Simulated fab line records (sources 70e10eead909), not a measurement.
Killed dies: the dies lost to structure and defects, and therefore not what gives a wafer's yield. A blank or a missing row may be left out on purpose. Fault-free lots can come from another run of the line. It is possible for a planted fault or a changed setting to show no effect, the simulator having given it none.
Which of the tools did it? ; flow nand harc ; 7 lots with 21 wafers sampled at 4 steps, on a route of 1302 steps

WHAT THE GAUGES READ, wafer by wafer
NHARC_P_ZERO_WELL_CD_MEAS_37: target cd 720 nm.
lot;measured;on;cd nm (nm)
L912;day 1 10:14;cd sem-01;721.0 721.8 722.3
L915;day 2 16:01;cd sem-01;721.0 719.6 722.1
L923;day 6 00:14;cd sem-01;638.4 639.3 640.9
L925;day 6 19:59;cd sem-01;721.7 723.2 722.6
L927;day 7 16:06;cd sem-03;719.8 720.1 720.2
L931;day 9 07:50;cd sem-01;720.8 719.5 720.8
L933;day 10 03:50;cd sem-03;719.1 718.5 721.0

TOOL THAT RAN EACH LOT (tool first, then ch and the chambers of the sampled wafers, then the start)
lot;NHARC_P_ZERO_WELL_ETCH_65;NHARC_P_ZERO_WELL_DESCUM_26;NHARC_P_ZERO_WELL_EXPOSE_34
L912;rie diel-04 ch 0,1,3, day 1 07:26;rie diel-05 ch 0,2,3, day 1 08:44;krf scanner-03 ch 0, day 1 10:04
L915;rie diel-04 ch 0,3, day 2 13:22;rie diel-03 ch 1,2,3, day 2 14:31;krf scanner-04 ch 0, day 2 15:51
L923;rie diel-03 ch 0,1, day 5 21:29;rie diel-04 ch 0,3, day 5 22:44;krf scanner-04 ch 0, day 6 00:05
L925;rie diel-05 ch 0,1, day 6 17:22;rie diel-04 ch 1,2,3, day 6 18:38;krf scanner-02 ch 0, day 6 19:50
L927;rie diel-03 ch 2,3, day 7 13:37;rie diel-03 ch 0,3, day 7 14:44;krf scanner-02 ch 0, day 7 15:56
L931;rie diel-04 ch 0,1,3, day 9 05:22;rie diel-03 ch 0,1,2, day 9 06:30;krf scanner-02 ch 0, day 9 07:41
L933;rie diel-03 ch 0,2,3, day 10 01:22;rie diel-03 ch 0,1,2, day 10 02:29;krf scanner-02 ch 0, day 10 03:41
- NHARC_P_ZERO_WELL_ETCH_65: etches the open film in N2/H2, target depth 80 nm, overetch 24 nm, time 87.88 s.
- NHARC_P_ZERO_WELL_DESCUM_26: chemistry O2, time 3 s.
- NHARC_P_ZERO_WELL_EXPOSE_34: exposes mask P PWELL, target cd 720 nm.

THE ANSWER, worked out from the rows above alone
Rule: what is usual is taken from the lots themselves. The widest of any qualifying gaps counts: lots, ordered by their means at a reading, are off when they make up no more than a third of the lots, leave a main group of 4 or more, and stand apart from it by 3 or more times the standard deviation of that group's means. A main group is skipped when, at the precision printed for the reading in the tables above, its means are all equal. Also off: a lot with no number at a reading for which 4 or more lots have one. Where the step has rows for the other lots, those lots are counted as sound.
Off at NHARC_P_ZERO_WELL_CD_MEAS_37 (cd nm): L923. For the main group the mean is 720.8 nm and the standard deviation 1.
A tool fits if, at a process step before that reading, it ran every lot that is off, and no sound lot after the first of them. Gauges at NHARC_P_ZERO_WELL_CD_MEAS_37: tried the same way as those tools. One fits: krf scanner-04 at NHARC_P_ZERO_WELL_EXPOSE_34. A fault onset in the window from L915 (day 2 15:51, its last sound lot) to L923 (day 6 00:05, its first lot off) fits.

WHAT HAD BEEN PUT IN BY THE SIMULATOR
Process parameters drifting: krf scanner-04 at NHARC_P_ZERO_WELL_EXPOSE_34, beginning at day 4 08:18. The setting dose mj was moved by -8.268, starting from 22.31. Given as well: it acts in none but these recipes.
Lots struck among those shown: L923. This agrees with what the rule above found.
